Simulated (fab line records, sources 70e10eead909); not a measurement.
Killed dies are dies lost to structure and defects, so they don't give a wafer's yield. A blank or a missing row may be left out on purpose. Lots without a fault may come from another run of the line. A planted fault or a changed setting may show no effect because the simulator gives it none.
One fault seen from 2 desks | flow nand_harc | each desk has only its own numbers; what lay behind them comes last

THE METROLOGY DESK
What the gauges read, lot by lot, whatever tool the lot ran on: means of the sampled wafers that have a number. A lot is out of limits, marked OUT, if its mean lies more than 4 standard deviations from the usual mean; the brackets give that distance.
Columns: A = cd_nm at NHARC_P_M0_CD_MEAS_09, usual 90.1 nm
lot  | first seen here | A
L806 | day 6 07:48     | 88.9
L807 | day 6 12:47     | 90.6
L810 | day 7 19:38     | 88.4
L818 | day 11 05:04    | 89.8
L819 | day 12 03:47    | 90.8
L822 | day 12 18:25    | 90.2
L823 | day 13 04:12    | 90.3
L824 | day 13 14:51    | 90.4
L825 | day 13 18:58    | 89.7
L827 | day 14 19:35    | 90.4
L829 | day 15 16:52    | 91.0
This desk's finding: nothing out of limits on any of the 11 lots.

THE TOOL OWNER'S DESK: litho_track-04
The tool's own readings at NHARC_P_M0_PEB_07 (peb time 65 s): means of the sampled wafers that have a number, for each lot that ran on this tool. A lot is out of limits, marked OUT, if its mean lies more than 4 standard deviations from the usual mean; the brackets give that distance.
Columns: A = heater_power_total_W at NHARC_P_M0_PEB_07, usual 156.6 W; B = resist_line_temp_C at NHARC_P_M0_PEB_07, usual 22.99 C
lot  | first seen here | A               | B
L807 | day 6 12:42     | 156.5           | 23.05
L810 | day 7 19:34     | 161.6 (+11) OUT | 22.99
L819 | day 12 03:43    | 156.5           | 22.83
L822 | day 12 18:20    | 156.8           | 23.06
L823 | day 13 04:07    | 156.8           | 23.07
L824 | day 13 14:46    | 156.7           | 22.88
L827 | day 14 19:30    | 156.8           | 22.96
L829 | day 15 16:47    | 156.3           | 22.99
This desk's finding: out of limits on L810; first on L810, day 7 19:34 (heater_power_total_W at NHARC_P_M0_PEB_07). In limits: L807, L819, L822, L823, L824, L827, L829.

PUT TOGETHER
The tool owner's desk could have raised an alarm at day 7 19:34, on L810.
The metrology desk saw nothing out of limits.
The metrology desk has L810 on record, within its limits.
Of the lots named, all ran NHARC_P_M0_PEB_07 on litho_track-04.

WHAT THE SIMULATOR HAD PUT IN
Process parameter drift: litho_track-04, from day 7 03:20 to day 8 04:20, at NHARC_P_M0_PEB_07. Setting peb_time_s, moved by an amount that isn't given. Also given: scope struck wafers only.
Lots struck among those shown: L810.
Hours from the fault's start to each desk's first reading out of limits: the tool owner's desk, 16.
